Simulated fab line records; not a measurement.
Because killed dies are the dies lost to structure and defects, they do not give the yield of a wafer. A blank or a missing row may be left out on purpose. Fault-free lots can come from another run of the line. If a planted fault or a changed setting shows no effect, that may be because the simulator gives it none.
A single fault, viewed from 3 desks	flow n5_finfet	what lay behind the numbers comes last; until then each desk has only its own

## AT THE TOOL OWNER'S DESK: rie_diel-06
The tool's own readings at N5_BEOL_M3_ETCH_70 (etches SOC in N2/H2, target depth 80 nm, overetch 16 nm, time 120 s): means of the sampled wafers that have a number, for each lot that ran on this tool. A lot is out of limits, marked OUT, if its mean lies more than 4 standard deviations from the usual mean; the brackets give that distance.
Columns: A = bias_w at N5_BEOL_M3_ETCH_70, usual 150.0 W; B = drypump_motor_current_A at N5_BEOL_M3_ETCH_70, usual 5.7 A; C = h2_flow_sccm at N5_BEOL_M3_ETCH_70, usual 200.0 sccm; D = oes_product_au at N5_BEOL_M3_ETCH_70, usual 0.62 a.u.; E = rf_vpp_V at N5_BEOL_M3_ETCH_70, usual 524.5 V; F = showerhead_plenum_p_Torr at N5_BEOL_M3_ETCH_70, usual 2.56 Torr; G = throttle_valve_pct at N5_BEOL_M3_ETCH_70, usual 17.75 %
lot	first seen here	A	B	C	D	E	F	G
L824	day 8 15:43	150.0	5.8	200.1	0.59	525.0	2.57	17.69
L830	day 10 12:22	166.7 (+38) OUT	5.8	199.6	0.59	557.5 (+12) OUT	2.51	17.73
This desk's finding: out of limits on L830; first on L830, day 10 12:22 (bias_w at N5_BEOL_M3_ETCH_70). L824: within limits.

## FROM THE METROLOGY DESK
What the gauges read for every lot (on any tool): the sampled wafers with a number, averaged. A lot is out of limits, marked OUT, if its mean lies more than 4 standard deviations from the usual mean; the brackets give that distance. Readings shown: 7 of its 12, picked as those furthest out on some lot.
Columns: A = cd_nm at N5_BEOL_M3_CD_MEAS_28, usual 25.69 nm; B = V2_OVL at N5_BEOL_M3_OVL_MEAS_29, usual 0.0 nm; C = ION_N at N5_BEOL_M4_RC_MEAS_101, usual 682 uA/um; D = ION_P at N5_BEOL_M4_RC_MEAS_101, usual 468 uA/um; E = SS_P at N5_BEOL_M4_RC_MEAS_101, usual 73.5 mV/dec; F = VT_N at N5_BEOL_M4_RC_MEAS_101, usual 248 mV; G = VT_P at N5_BEOL_M4_RC_MEAS_101, usual -248 mV
lot	first seen here	A	B	C	D	E	F	G
L824	day 8 14:07	25.62	0.1	669	458	72.5	252	-252
L825	day 9 01:51	25.42	0.0	687	474	73.3	246	-247
L830	day 10 10:58	25.75	0.4	687	478	73.4	245	-245
L835	day 11 12:40	25.43	0.9	690	475	73.4	248	-247
L840	day 12 17:53	25.84	0.2	676	460	73.7	248	-249
Result from this desk: across the 5 lots, nothing is out of limits.

## THE DEFECT DESK
Inspection counts along the route, by lot: the mean over sampled wafers that carry a number. A lot is out of limits, marked OUT, if its mean lies more than 4 standard deviations from the usual mean; the brackets give that distance.
Columns: A = raw_defect_count at N5_BEOL_M3_INSPECT_30, usual 419
lot	first seen here	A
L824	day 8 14:12	329
L825	day 9 01:56	337
L830	day 10 11:04	483
L835	day 11 12:45	502
L840	day 12 17:59	388
Result from this desk: across the 5 lots, nothing is out of limits.

## PUT TOGETHER
The tool owner's desk had the chance to raise an alarm at day 10 12:22 on L830.
From the metrology desk's view, nothing was out of limits.
The defect desk saw nothing out of limits.
The metrology desk has L830 on record, within its limits.
The defect desk has L830 on record, within its limits.
The lots listed all ran N5_BEOL_M3_ETCH_70 on rie_diel-06.

## WHAT HAD BEEN PUT IN BY THE SIMULATOR
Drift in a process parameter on rie_diel-06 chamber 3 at N5_BEOL_M3_ETCH_70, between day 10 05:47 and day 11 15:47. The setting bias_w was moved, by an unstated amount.
Struck lots among those shown: L830.
Time in hours from fault onset to the first out-of-limits reading at each desk: the tool owner's desk, 7.
